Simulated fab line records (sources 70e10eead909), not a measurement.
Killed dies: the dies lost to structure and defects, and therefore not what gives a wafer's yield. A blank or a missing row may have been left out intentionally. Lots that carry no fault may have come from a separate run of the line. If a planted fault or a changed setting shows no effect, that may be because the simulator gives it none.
Chamber matching + flow nand_harc + NHARC_THIN_TSV_ETCHBACK_48 on rie_diel-13: 4 sister chambers
The step etches the open film in C4F8/Ar, target depth 1028.5 nm, time 405.17 s. 16 wafers are shown with their chamber, then 8 later ones without.

## WAFERS, EACH WITH ITS CHAMBER
| wafer  | chamber | rf_vpp_V (V) | oes_product_au (a.u.) |
|--------|---------|--------------|-----------------------|
| L102.2 | 3       | 552          | 1.00                  |
| L102.4 | 2       | 547          | 1.00                  |
| L102.5 | 1       | 554          | 1.00                  |
| L104.1 | 2       | 545          | 0.92                  |
| L104.2 | 3       | 554          | 0.93                  |
| L104.3 | 0       | 547          | 0.92                  |
| L105.1 | 3       | 552          | 0.92                  |
| L105.2 | 2       | 547          | 0.92                  |
| L105.5 | 3       | 553          | 0.91                  |
| L110.3 | 2       | 545          | 0.96                  |
| L110.4 | 3       | 552          | 0.92                  |
| L110.6 | 0       | 547          | 0.91                  |
| L112.1 | 3       | 552          | 0.93                  |
| L112.5 | 0       | 548          | 0.92                  |
| L112.6 | 1       | 554          | 0.99                  |
| L117.3 | 0       | 547          | 0.91                  |

SIGNATURES (averages over the wafers above)
| reading        | chamber 0 | chamber 1 | chamber 2 | chamber 3 | scatter within a chamber |
|----------------|-----------|-----------|-----------|-----------|--------------------------|
| rf_vpp_V       | 547.25    | 554.00    | 546.00    | 552.50    | 0.829                    |
| oes_product_au | 0.9150    | 0.9950    | 0.9500    | 0.9350    | 0.0287                   |
Rule: distance of a wafer from a chamber = root of the sum over the readings of ((wafer's reading minus chamber's mean) / reading's scatter) squared. If the next closest chamber is less than 2 further off than the closest, the wafer can't be placed; otherwise it belongs to the closest. The scatter is the square root of a quotient: the sum, over the shown wafers, of each reading's squared deviation from its chamber's mean, divided by wafers minus chambers.

## WAFERS MISSING THEIR CHAMBER
| wafer  | rf_vpp_V (V) | oes_product_au (a.u.) |
|--------|--------------|-----------------------|
| L117.5 | 546          | 0.91                  |
| L117.6 | 552          | 0.92                  |
| L119.2 | 547          | 0.98                  |
| L119.5 | 548          | 0.95                  |
| L119.6 | 553          | 0.98                  |
| L118.2 | 552          | 1.01                  |
| L118.5 | 552          | 1.00                  |
| L118.6 | 546          | 1.01                  |

## THE CHAMBER EACH PASSED THROUGH
| wafer  | from the rows above     | in truth                   |
|--------|-------------------------|----------------------------|
| L117.5 | can't be placed: 2 or 0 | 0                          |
| L117.6 | 3                       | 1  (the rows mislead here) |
| L119.2 | can't be placed: 2 or 0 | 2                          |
| L119.5 | can't be placed: 0 or 2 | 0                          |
| L119.6 | can't be placed: 1 or 3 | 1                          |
| L118.2 | can't be placed: 1 or 3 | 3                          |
| L118.5 | can't be placed: 3 or 1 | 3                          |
| L118.6 | can't be placed: 2 or 0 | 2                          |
Correct placement for 0 of the 8. Not placeable from these rows: 7 (in 7, the candidates include the true chamber). Number placed wrongly: 1.
